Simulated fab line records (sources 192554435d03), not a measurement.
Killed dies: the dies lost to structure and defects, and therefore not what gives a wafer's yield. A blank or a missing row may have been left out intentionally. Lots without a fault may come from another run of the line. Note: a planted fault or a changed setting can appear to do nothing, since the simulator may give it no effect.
Chamber matching    flow n5Finfet    4 sister chambers for N5_HKMG_FIN_HK_ALD_01 on aldHk-01
The step deposits HfO2, target thk 1.6 nm, pulse time 3 s, purge time 3 s. 4 wafers are shown with their chamber, then 10 later ones without.

WAFERS PAIRED WITH THEIR CHAMBERS
wafer   chamber  precursorPulseHeightRel
L086.2  1        1.022
L089.6  3        1.024
L091.2  0        1.024
L091.4  2        0.995

WAFERS MISSING THEIR CHAMBER
wafer   precursorPulseHeightRel
L091.5  0.998
L095.2  0.996
L095.3  0.979
L095.5  1.036
L096.1  1.020
L096.2  0.987
L096.3  0.991
L096.4  1.008
L096.5  1.001
L096.6  1.028

WHICH CHAMBER EACH ONE RAN IN
wafer    from the rows above                 in truth
L091.5   2                                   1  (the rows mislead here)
L095.2   2                                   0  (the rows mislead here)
L095.3   2                                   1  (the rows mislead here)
L095.5   can't be placed: 0 or 3 or 1        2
L096.1   can't be placed: 1 or 0 or 3        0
L096.2   2                                   2
L096.3   2                                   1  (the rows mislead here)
L096.4   can't be placed: 2 or 1 or 0 or 3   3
L096.5   can't be placed: 2 or 1             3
L096.6   can't be placed: 0 or 3 or 1        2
Correct placement for 1 of the 10. Cannot be placed on the basis of these rows: 5; the candidates contain the true chamber in 2. Number placed wrongly: 4.
How it was worked out, from the rows above alone: a wafer's distance from a chamber is the root of the sum, over the readings, of the square of ((its reading less the chamber's mean) divided by the reading's scatter). If the next closest chamber is less than 2 further off than the closest, the wafer can't be placed; otherwise it belongs to the closest. Each chamber's mean is taken over the wafers shown for it. The scatter: root of mean squared gap, hidden wafer to nearest shown wafer, with one shown wafer a chamber.
